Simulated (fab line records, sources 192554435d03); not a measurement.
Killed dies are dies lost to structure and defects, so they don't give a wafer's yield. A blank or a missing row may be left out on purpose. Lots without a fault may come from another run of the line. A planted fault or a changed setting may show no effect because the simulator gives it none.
Split-lot experiment | flow n5_finfet | 7 lots, 21 wafers read, on a route of 1938 steps

THE SPLIT
At N5_BEOL_M4_COAT_73 (time 60 s, resist thk 5 nm), the setting spin_rpm was moved away from the recipe's 1500 rpm on 12 of the 21 wafers read, by -9.7% to +10.3%. The other wafers ran this setting at the recipe's value.

FROM THE SPLIT TO THE READING: what the file shows between them, 3 steps
- N5_BEOL_M4_COAT_05: resist thk 30 nm
- N5_BEOL_M4_EBR_07
- N5_BEOL_M4_DESCUM_16: chemistry O2, time 7 s

THE READING
CAR-EUV_of_BEOL_M4_COAT_05.thk_nm (the simulator's own value, which no gauge read), in nm, at N5_BEOL_M4_ETCH_74 (etches underlayer in N2/H2, target depth 6.5 nm, time 5.2 s). The file gives no usual value for it. The 9 wafers here that ran the recipe average 20.4 nm, standard deviation 0.16 nm.

wafer  | tool, chamber at the split | spin_rpm as run, rpm | against the recipe | CAR-EUV_of_BEOL_M4_COAT_05.thk_nm, nm | against lot-mates on the recipe
L074.1 | litho_track-02, 0          | 1605                 | +7.0%              | 20.6                                  | +0.4
L074.2 | litho_track-02, 0          | 1500                 | recipe             | 20.2                                  | -
L074.4 | litho_track-02, 0          | 1605                 | +7.0%              | 20.4                                  | +0.2
L081.2 | litho_track-05, 0          | 1500                 | recipe             | 20.4                                  | -
L081.3 | litho_track-05, 0          | 1500                 | recipe             | 20.4                                  | -
L081.5 | litho_track-05, 0          | 1500                 | recipe             | 20.4                                  | -
L088.2 | litho_track-01, 0          | 1500                 | recipe             | 20.2                                  | -
L088.3 | litho_track-01, 0          | 1655                 | +10.3%             | 20.6                                  | +0.4
L088.6 | litho_track-01, 0          | 1655                 | +10.3%             | 20.6                                  | +0.4
L089.2 | litho_track-02, 0          | 1589                 | +5.9%              | 20.4                                  | no lot-mate on the recipe
L089.3 | litho_track-02, 0          | 1589                 | +5.9%              | 20.4                                  | no lot-mate on the recipe
L089.4 | litho_track-02, 0          | 1589                 | +5.9%              | 20.4                                  | no lot-mate on the recipe
L091.2 | litho_track-05, 0          | 1500                 | recipe             | 20.2                                  | -
L091.4 | litho_track-05, 0          | 1355                 | -9.7%              | 20                                    | -0.2
L091.5 | litho_track-05, 0          | 1355                 | -9.7%              | 19.8                                  | -0.4
L094.1 | litho_track-05, 0          | 1408                 | -6.1%              | 20.2                                  | no lot-mate on the recipe
L094.4 | litho_track-05, 0          | 1408                 | -6.1%              | 20.4                                  | no lot-mate on the recipe
L094.6 | litho_track-05, 0          | 1408                 | -6.1%              | 20.2                                  | no lot-mate on the recipe
L096.1 | litho_track-05, 0          | 1500                 | recipe             | 20.6                                  | -
L096.4 | litho_track-05, 0          | 1500                 | recipe             | 20.6                                  | -
L096.6 | litho_track-05, 0          | 1500                 | recipe             | 20.6                                  | -

THE FIT
A straight line over all 21 wafers: CAR-EUV_of_BEOL_M4_COAT_05.thk_nm changes by +0.0258 nm for each +1% of spin_rpm; r = +0.71; the points scatter about the line by 0.16 nm.
The same after taking each lot's own level away (the mean of its wafers on the recipe; 15 wafers): +0.0361 nm for each +1%; r = +0.96; scatter 0.06 nm.
On that fit, the largest move of spin_rpm shifts the reading by 0.37 nm.
The lots' own levels span 20.20 to 20.60 nm, that is 2.4 times the standard deviation above.
So the lot-to-lot level blurs the effect unless lot-mates are compared.
Check: with one of the wafers moved furthest among these (+10.3%) left out of the fit, the line predicts +0.387 nm for it against its lot-mates. It came out at +0.4 nm against them.

OTHER SPLITS ON THESE WAFERS
These wafers also went through other splits before the reading. Each is held against what the fit with the lots' levels taken away leaves over:
other split on the same wafers   | wafers away from the commonest value | r with CAR-EUV_of_BEOL_M4_COAT_05.thk_nm (lot level and that fit taken away)
N5_BEOL_M1_EXPOSE_08 dose_mj     | 6                                    | -0.63
N5_BEOL_M2_ETCH_69 bias_w        | 4                                    | +0.02
N5_BEOL_M2_TRENCH_ETCH_37 time_s | 4                                    | +0.19
N5_BEOL_M3_COAT_73 spin_rpm      | 4                                    | -0.33
N5_BEOL_M3_COAT_05 spin_rpm      | 10                                   | +0.04

THE WHOLE CHAIN: every reading that the file lists as answering this split, in the file's order
step               | what it does                                                | reading                                                                            | change (the file's fit)                | r (the file's)
N5_BEOL_M4_ETCH_74 | etches underlayer in N2/H2, target depth 6.5 nm, time 5.2 s | etch.depth_nm (the simulator's own value, which no gauge read)                     | -0.0261 nm for each +1% of the setting | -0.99
N5_BEOL_M4_ETCH_74 | etches underlayer in N2/H2, target depth 6.5 nm, time 5.2 s | CAR-EUV_of_BEOL_M4_COAT_05.thk_nm (the simulator's own value, which no gauge read) | +0.0366 nm for each +1% of the setting | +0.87

THE FILE'S OWN FIT
CAR-EUV_of_BEOL_M4_COAT_05.thk_nm changes by +0.0366 nm for each +1% of spin_rpm, r = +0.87.
